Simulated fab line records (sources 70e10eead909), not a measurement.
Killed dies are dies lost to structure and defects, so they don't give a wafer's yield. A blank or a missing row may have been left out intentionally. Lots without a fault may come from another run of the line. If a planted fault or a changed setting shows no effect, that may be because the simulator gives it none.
fab line records	flow nand-harc
[record] lots = 12	wafers = 36	last-day = 33
route steps=1302 shown A_CHANNEL_HOLE_D2@595 A_CHANNEL_FILL_D2@615
lots that met no fault: taken from a fault-free run of the same line
start-h: hours from the record's first day to the start of the lot's first wafer shown	wait-h: hours since the lot's step before	" unchanged from the row above	L1.1+2: a row that stands for several wafers	- no value, or no start was given	* or withheld: withheld	< > ~ a bound
route shown NAME@n: a module of which the file shows steps, and the number in the route of the first	usual: the fault-free wafers' mean and standard deviation	same: alike in all rows	chamber/n: place in a boat	sites: the reading at each site	_std_site: standard deviation across them	_edge_site: inner sites' mean taken away from outer sites' mean	radius-mm: how far each site lies from the wafer's centre	mask NAME#n: copy n	behind: tool/chamber where the wafer was last shaped	hold: what put the lot on hold/how long, in hours/how the hold closed	device: transistor that didn't switch, given as n, p or np	end of line: the same wafers' tests at the end of the route	where a step has no rows: the recipe by itself	killed: dies that structure and defects cost at the first sort, which is not the same as the wafer's yield	map: shows each die of a wafer: x if killed, . if not, _ if none is there
set.NAME: the run value of the setting; set.NAME@STEP: its run value at that earlier step	model.NAME: the simulator's own value behind a step, which no gauge read
route steps across a sampled set of lots; one table per step, one row per wafer
services: the hour from which a tool's chamber was out of use, counted from the record's first day as start-h (under 0 if before that day), plus the number of hours and why
[[steps]]
[step NHARC_A_CHANNEL_HOLE_D2_ETCH_23]
[recipe] bias-v = 5000	source-w = withheld	pressure-mtorr = 20	time-s = 819	ar-flow-sccm = 375	c4f8-flow-sccm = 89.3	o2-flow-sccm = 35.7	temp-c = -20	target-depth-a = 16000	chemistry = C4F8/O2/Ar
[usual] drypump-motor-current-A = 6.1/0.44	he-backside-leak-sccm = 5.9/0.74	showerhead-plenum-p-Torr = 3.62/0.12	throttle-valve-pct = 32.154/0.0093
lot.wafer	tool	chamber	start-h	wait-h	drypump-motor-current-A	he-backside-leak-sccm	rf-hours-counter-h	showerhead-plenum-p-Torr	throttle-valve-pct
L668.2	har-etch-01	1	315.10	0.5	6.5	5.8	166	3.69	32.145
L668.4	"	1	"	"	6.6	5.8	-	3.69	32.152
L668.6	"	0	"	"	6.5	6.4	-	3.46	32.131
L669.1	har-etch-01	0	335.03	0.5	6.4	6.1	177	3.46	32.153
L669.4	"	1	"	"	6.5	5.9	-	3.69	32.147
L669.6	"	0	"	"	6.4	6.3	-	3.46	32.159
L671.2	har-etch-01	0	344.07	0.5	6.5	6.4	181	3.46	32.145
L671.4	"	1	"	"	6.5	6.0	-	3.68	32.162
L671.6	"	0	"	"	6.4	6.5	-	3.46	32.163
L672.2	har-etch-02	1	354.92	0.5	5.7	4.7	383	3.72	32.162
L672.6	"	1	"	"	5.7	7.3	-	3.72	32.162
L672.5	"	0	"	"	5.6	6.6	-	3.71	32.154
L678.1	har-etch-01	1	410.30	0.5	6.5	6.0	223	3.66	32.169
L678.5	"	1	"	"	6.6	5.9	-	3.66	32.139
L678.6	"	0	"	"	6.5	6.5	-	3.44	32.146
L676.1	har-etch-02	0	412.79	0.5	5.6	5.5	13	3.70	32.166
L676.3	"	1	"	"	5.7	4.6	-	3.71	32.163
L676.5	"	0	"	"	5.6	5.5	-	3.70	32.149
L677.2	har-etch-01	0	414.44	0.5	6.4	6.6	227	3.43	32.151
L677.4	"	1	"	"	6.6	6.1	-	3.66	32.152
L677.5	"	1	"	"	6.6	5.9	-	3.66	32.145
L684.4	har-etch-02	1	481.20	0.5	5.7	4.6	-	3.68	32.150
L684.6	"	0	"	"	5.5	5.8	-	3.68	32.152
L684.5	"	1	"	"	5.6	4.8	-	3.68	32.154
L685.2	har-etch-01	1	491.18	0.5	6.6	6.1	277	3.63	32.131
L685.3	"	0	"	"	6.5	6.7	-	3.41	32.153
L685.6	"	0	"	"	6.4	6.7	-	3.41	32.181
L686.1	har-etch-01	0	499.93	0.5	6.5	6.6	281	3.41	32.161
L686.4	"	1	"	"	6.6	6.3	-	3.63	32.143
L686.5	"	1	"	"	6.6	6.1	-	3.63	32.162
L687.1	har-etch-01	0	509.65	0.5	6.4	6.9	284	3.40	32.151
L687.3	"	0	"	"	6.5	7.1	-	3.40	32.149
L687.4	"	1	"	"	6.5	6.3	-	3.63	32.154
L689.2	har-etch-02	1	529.42	0.5	5.7	5.1	77	3.67	32.149
L689.4	"	1	"	"	5.7	4.9	-	3.67	32.149
L689.5	"	0	"	"	5.6	5.5	-	3.66	32.148
[step NHARC_A_CHANNEL_HOLE_D2_ETCH_26]
[recipe] bias-v = 300	source-w = 2000	pressure-mtorr = 30	time-s = 224.1	ar-flow-sccm = 375	c4f8-flow-sccm = 11.4	o2-flow-sccm = 113.6	temp-c = -20	target-depth-a = 3000	chemistry = C4F8/O2/Ar
[usual] drypump-motor-current-A = 6.1/0.44	he-backside-leak-sccm = 5.9/0.76	showerhead-plenum-p-Torr = 3.66/0.12	throttle-valve-pct = 24.586/0.0095
lot.wafer	tool	chamber	start-h	wait-h	drypump-motor-current-A	he-backside-leak-sccm	rf-hours-counter-h	showerhead-plenum-p-Torr	throttle-valve-pct
L668.2	har-etch-01	1	317.45	0.7	6.5	5.9	168	3.74	24.593
L668.4	"	1	"	"	6.6	6.0	-	3.74	24.578
L668.6	"	0	"	"	6.5	6.2	-	3.50	24.591
L669.1	har-etch-01	0	337.25	0.6	6.4	6.5	180	3.49	24.571
L669.4	"	1	"	"	6.5	5.8	-	3.73	24.578
L669.6	"	0	"	"	6.4	6.4	-	3.49	24.600
L671.2	har-etch-01	0	346.35	0.6	6.5	6.4	184	3.49	24.585
L671.4	"	1	"	"	6.6	6.0	-	3.73	24.576
L671.6	"	0	"	"	6.4	6.4	-	3.49	24.594
L672.2	har-etch-02	1	357.27	0.7	5.7	4.5	386	3.76	24.582
L672.6	"	1	"	"	5.7	4.7	-	3.76	24.594
L672.5	"	0	"	"	5.6	6.8	-	3.75	24.573
L678.1	har-etch-01	1	412.62	0.7	6.6	5.8	225	3.70	24.588
L678.5	"	1	"	"	6.6	5.9	-	3.70	24.580
L678.6	"	0	"	"	6.5	6.4	-	3.47	24.593
L676.1	har-etch-02	0	415.14	0.7	5.6	5.7	15	3.74	24.591
L676.3	"	1	"	"	5.7	4.7	-	3.75	24.596
L676.5	"	0	"	"	5.6	5.3	-	3.74	24.598
L677.2	har-etch-01	0	416.79	0.7	6.5	6.9	229	3.46	24.577
L677.4	"	1	"	"	6.6	6.0	-	3.70	24.584
L677.5	"	1	"	"	6.6	6.2	-	3.70	24.573
L684.4	har-etch-02	1	483.27	0.4	5.7	5.0	-	3.73	24.589
L684.6	"	0	"	"	5.6	5.6	-	3.72	24.602
L684.5	"	1	"	"	5.7	5.0	-	3.73	24.594
L685.2	har-etch-01	1	493.51	0.7	6.5	5.9	279	3.67	24.582
L685.3	"	0	"	"	6.5	6.8	-	3.44	24.567
L685.6	"	0	"	"	6.5	6.5	-	3.44	24.587
L686.1	har-etch-01	0	502.22	0.6	6.4	6.7	283	3.43	24.590
L686.4	"	1	"	"	6.6	6.3	-	3.67	24.576
L686.5	"	1	"	"	6.6	6.4	-	3.67	24.578
L687.1	har-etch-01	0	511.98	0.7	6.4	6.9	287	3.43	24.572
L687.3	"	0	"	"	6.5	6.8	-	3.43	24.597
L687.4	"	1	"	"	6.5	6.3	-	3.67	24.588
L689.2	har-etch-02	1	531.69	0.6	5.7	5.2	80	3.71	24.581
L689.4	"	1	"	"	5.7	5.3	-	3.71	24.591
L689.5	"	0	"	"	5.6	5.8	-	3.70	24.582
[step NHARC_A_CHANNEL_FILL_D2_ALD_15]
[recipe] target-thk-a = 20	pulse-time-s = 60	ald-cycles = 19	temp-c = 630	pressure-torr = 2	material = SiNx
[usual] precursor-pulse-height-rel = 1.003/0.021	susceptor-temp-C = 630.02/0.29
lot.wafer	tool	chamber	start-h	wait-h	precursor-pulse-height-rel	susceptor-temp-C
L668.2	ald-sin-batch-03	0	329.84	-	0.966	629.88
L668.4	"	0	"	"	1.013	630.13
L668.6	"	0	"	"	1.011	630.13
L669.1	ald-sin-batch-02	0	347.49	-	0.983	629.92
L669.4	"	0	"	"	0.996	630.33
L669.6	"	0	"	"	1.020	629.98
L671.2	ald-sin-batch-02	0	358.61	-	0.991	-
L671.4	"	0	"	"	1.023	-
L671.6	"	0	"	"	1.017	-
L672.2	ald-sin-batch-03	0	371.53	-	1.001	630.17
L672.5	"	0	"	"	1.021	630.00
L672.6	"	0	"	"	0.931	630.30
L676.1	ald-sin-batch-03	0	424.90	-	1.040	677.35
L676.3	"	0	"	"	1.036	676.97
L676.5	"	0	"	"	0.985	677.30
L678.1	ald-sin-batch-03	0	424.90	-	1.013	677.80
L678.5	"	0	"	"	1.045	677.83
L678.6	"	0	"	"	1.009	677.36
L677.2	ald-sin-batch-01	0	429.03	-	0.994	630.29
L677.4	"	0	"	"	1.011	630.29
L677.5	"	0	"	"	1.027	630.00
L684.4	ald-sin-batch-01	0	496.51	-	0.981	630.21
L684.5	"	0	"	"	1.016	629.79
L684.6	"	0	"	"	1.015	629.75
L685.2	ald-sin-batch-02	0	507.70	-	1.004	630.35
L685.3	"	0	"	"	0.976	630.31
L685.6	"	0	"	"	0.995	629.97
L686.1	ald-sin-batch-02	0	516.41	-	0.996	-
L686.4	"	0	"	"	0.973	-
L686.5	"	0	"	"	1.014	-
L687.1	ald-sin-batch-02	0	524.22	-	1.000	630.07
L687.3	"	0	"	"	0.995	629.68
L687.4	"	0	"	"	1.026	630.09
L689.2	ald-sin-batch-01	0	544.16	3.0	0.972	630.17
L689.4	"	0	"	"	1.022	630.35
L689.5	"	0	"	"	1.000	629.81
[step NHARC_A_CHANNEL_FILL_D2_ETCHBACK_20]
[recipe] target-depth-a = 270	time-s = 13.5	c4f8-flow-sccm = withheld	o2-flow-sccm = 8	ar-flow-sccm = withheld	rf-w = 600	bias-w = 1500	chemistry = C4F8/O2/Ar
[usual] oes-product-au = 0.988/0.024	rf-fwd-power-W = 587.1/3	rf-vpp-V = 982/6.4
lot.wafer	tool	chamber	start-h	wait-h	oes-product-au	rf-fwd-power-W	rf-hours-counter-h	rf-vpp-V
L668.2	rie-diel-12	1	345.32	-	0.998	586.4	2	980
L668.4	"	0	"	"	1.012	587.1	2	987
L668.6	"	2	"	"	1.020	591.0	-	987
L669.1	rie-diel-12	3	361.76	-	0.992	590.4	2	980
L669.4	"	1	"	"	0.996	588.6	2	980
L669.6	"	0	"	"	1.003	585.0	-	988
L671.4	rie-diel-12	0	373.17	-	1.013	582.9	3	988
L671.2	"	2	"	"	1.015	583.4	3	988
L671.6	"	0	"	"	1.010	583.7	-	988
L672.2	rie-diel-12	3	385.57	-	1.000	592.8	3	981
L672.5	"	1	"	"	1.005	586.0	-	982
L672.6	"	2	"	"	1.010	586.7	-	987
L676.3	rie-diel-12	3	438.83	-	0.994	588.9	4	981
L676.1	"	2	"	"	1.029	587.7	4	987
L676.5	"	0	"	"	1.011	585.9	-	988
L678.1	rie-diel-03	2	438.87	-	0.916	585.3	4	988
L678.5	"	3	"	"	0.943	591.7	-	972
L678.6	"	0	"	"	0.925	585.1	-	986
L677.4	rie-diel-11	1	443.19	-	1.000	589.2	0	973
L677.2	"	2	"	"	1.009	592.0	0	983
L677.5	"	0	"	"	1.009	589.0	-	988
L684.4	rie-diel-12	3	514.05	-	0.988	589.9	2	980
L684.6	"	1	"	"	0.990	588.7	-	981
L684.5	"	2	"	"	1.002	587.4	-	987
L685.2	rie-diel-03	1	522.03	-	0.936	586.3	1	969
L685.3	"	2	"	"	0.925	587.4	1	986
L685.6	"	2	"	"	0.928	583.8	-	988
L686.4	rie-diel-03	2	531.25	-	0.988	582.0	2	987
L686.1	"	1	"	"	0.993	586.1	2	969
L686.5	"	3	"	"	0.996	594.4	-	971
L687.4	rie-diel-12	3	538.26	-	0.966	589.0	2	980
L687.3	"	1	"	"	0.989	588.1	2	982
L687.1	"	2	"	"	0.985	586.5	2	988
L689.2	rie-diel-12	0	558.81	-	0.989	586.9	3	989
L689.5	"	2	"	"	0.988	588.5	-	987
L689.4	"	3	"	"	1.000	587.5	-	982
[[services]]
tool	chamber	start-h	hours	kind
rie-diel-12	0	301.90	-	clean
rie-diel-12	1	301.90	-	clean
rie-diel-03	2	307.57	6.0	repair
rie-diel-12	3	309.12	18.7	repair
rie-diel-11	-	349.18	0.6	repair
har-etch-01	-	362.35	4.3	repair
rie-diel-12	0	365.39	4.5	repair
har-etch-02	-	377.00	17.0	pm
rie-diel-12	3	391.62	5.9	repair
rie-diel-11	-	432.67	9.0	pm
rie-diel-12	-	445.40	9.0	pm
rie-diel-03	-	458.30	9.0	pm
rie-diel-11	1	478.19	2.9	repair
rie-diel-03	2	484.64	1.9	repair
rie-diel-12	-	488.89	0.6	repair
ald-sin-batch-03	-	491.93	5.0	repair
ald-sin-batch-01	-	506.00	26.0	pm
rie-diel-11	0	533.94	3.5	repair
har-etch-01	0	545.38	-	consumable-replace:showerhead
har-etch-01	0	545.38	17.0	scheduled-down
har-etch-01	0	545.38	17.0	vent-cycle
rie-diel-12	-	550.33	1.0	repair
rie-diel-12	-	554.55	1.1	repair
rie-diel-12	1	556.63	8.4	repair
[[key]]
[first-sign] step = NHARC_A_CHANNEL_FILL_D2_ALD_15	reading = susceptor-temp-C	direction = up	sigmas = 99+	usual = *	struck = *
effect none on later readings
met-at NHARC_A_CHANNEL_FILL_D2_ALD_15
struck-lots L676,L678
tester-left-out L676,L678
not-acting-at NHARC_A_CHANNEL_HOLE_D2_ETCH_23,NHARC_A_CHANNEL_HOLE_D2_ETCH_26,NHARC_A_CHANNEL_FILL_D2_ETCHBACK_20
onset-between 371.53 424.90
[fault] kind = process-parameter-drift	tool = ald-sin-batch-03	chamber = -	onset-h = 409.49	steps = NHARC_A_CHANNEL_FILL_D2_ALD_15	channel = temp-c	offset = *	shape = step	end-h = 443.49	acts-in = *	stated = *
// tester-left-out: of these lots the tester's yield and bins aren't shown, on N5 and GAA mostly nor the transistor test; their killed dies are dies lost to structure and defects alone, not to doping, threshold or leakage, so they don't give the yield
